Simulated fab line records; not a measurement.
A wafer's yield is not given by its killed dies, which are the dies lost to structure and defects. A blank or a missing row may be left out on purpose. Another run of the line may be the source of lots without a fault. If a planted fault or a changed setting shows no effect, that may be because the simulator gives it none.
The same fault as seen by 2 desks || flow nand_harc || each desk holds nothing but its own numbers, with what lay behind them at the end

THE DEFECT DESK
Counts from the inspections along the route, per lot, as means over the sampled wafers that have a number. Any lot whose mean is over 4 standard deviations away from the usual mean is out of limits and marked OUT; that distance is given in the brackets.
Columns: A = raw_defect_count at NHARC_P_GATE_INSPECT_28, usual 5.9
{"lot": "L543", "first seen here": "day 4 18:25", "A": 3.0}
{"lot": "L544", "first seen here": "day 5 01:29", "A": 3.3}
{"lot": "L545", "first seen here": "day 5 02:14", "A": 4.7}
{"lot": "L548", "first seen here": "day 6 05:07", "A": 7.3}
{"lot": "L551", "first seen here": "day 6 17:41", "A": 6.0}
{"lot": "L553", "first seen here": "day 7 00:06", "A": 7.0}
{"lot": "L552", "first seen here": "day 7 00:36", "A": 5.0}
{"lot": "L557", "first seen here": "day 8 04:39", "A": 6.7}
{"lot": "L554", "first seen here": "day 8 05:11", "A": 6.7}
{"lot": "L564", "first seen here": "day 9 17:34", "A": "33.7 (+9.6) OUT"}
{"lot": "L563", "first seen here": "day 9 17:43", "A": "37.7 (+11) OUT"}
{"lot": "L566", "first seen here": "day 10 16:52", "A": 5.7}
This desk's finding: out of limits on L563, L564; first on L564, day 9 17:34 (raw_defect_count at NHARC_P_GATE_INSPECT_28). In limits: L543, L544, L545, L548, L551, L553, L552, L557, L554, L566.

THE METROLOGY DESK
Means of the sampled wafers that have a number, per lot and without regard to the tool the lot ran on: this is what the gauges read. Any lot whose mean is over 4 standard deviations away from the usual mean is out of limits and marked OUT; that distance is given in the brackets.
Columns: A = overlay_x_nm at NHARC_P_GATE_OVL_MEAS_27, usual 0.1 nm; B = overlay_y_nm at NHARC_P_GATE_OVL_MEAS_27, usual -0.2 nm
{"lot": "L543", "first seen here": "day 4 18:23", "A": -0.6, "B": -0.0}
{"lot": "L544", "first seen here": "day 5 01:28", "A": -1.1, "B": -1.6}
{"lot": "L545", "first seen here": "day 5 02:13", "A": 0.0, "B": 0.6}
{"lot": "L548", "first seen here": "day 6 05:04", "A": 0.2, "B": -0.3}
{"lot": "L551", "first seen here": "day 6 17:39", "A": 0.6, "B": -0.6}
{"lot": "L553", "first seen here": "day 7 00:04", "A": 1.3, "B": 0.0}
{"lot": "L552", "first seen here": "day 7 00:34", "A": 0.1, "B": -1.4}
{"lot": "L557", "first seen here": "day 8 04:37", "A": -0.2, "B": 0.3}
{"lot": "L554", "first seen here": "day 8 05:10", "A": -0.4, "B": -0.6}
{"lot": "L564", "first seen here": "day 9 17:32", "A": 0.5, "B": -0.3}
{"lot": "L563", "first seen here": "day 9 17:41", "A": -0.6, "B": -0.4}
{"lot": "L566", "first seen here": "day 10 16:50", "A": -0.1, "B": -0.2}
This desk found nothing out of limits on any of the 12 lots.

ALL TOGETHER
The defect desk could have raised an alarm at day 9 17:34, on L563, L564.
The metrology desk saw nothing out of limits.
The metrology desk holds a record of L563, L564, inside its limits.
All the named lots went through NHARC_P_GATE_OXIDE_02 on furnace-01.

WHAT WAS PUT IN BY THE SIMULATOR
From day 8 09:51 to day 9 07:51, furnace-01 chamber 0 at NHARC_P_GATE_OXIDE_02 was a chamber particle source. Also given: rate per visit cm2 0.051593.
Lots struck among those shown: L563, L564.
Hours from the fault's start to each desk's first reading out of limits: the defect desk, 32.
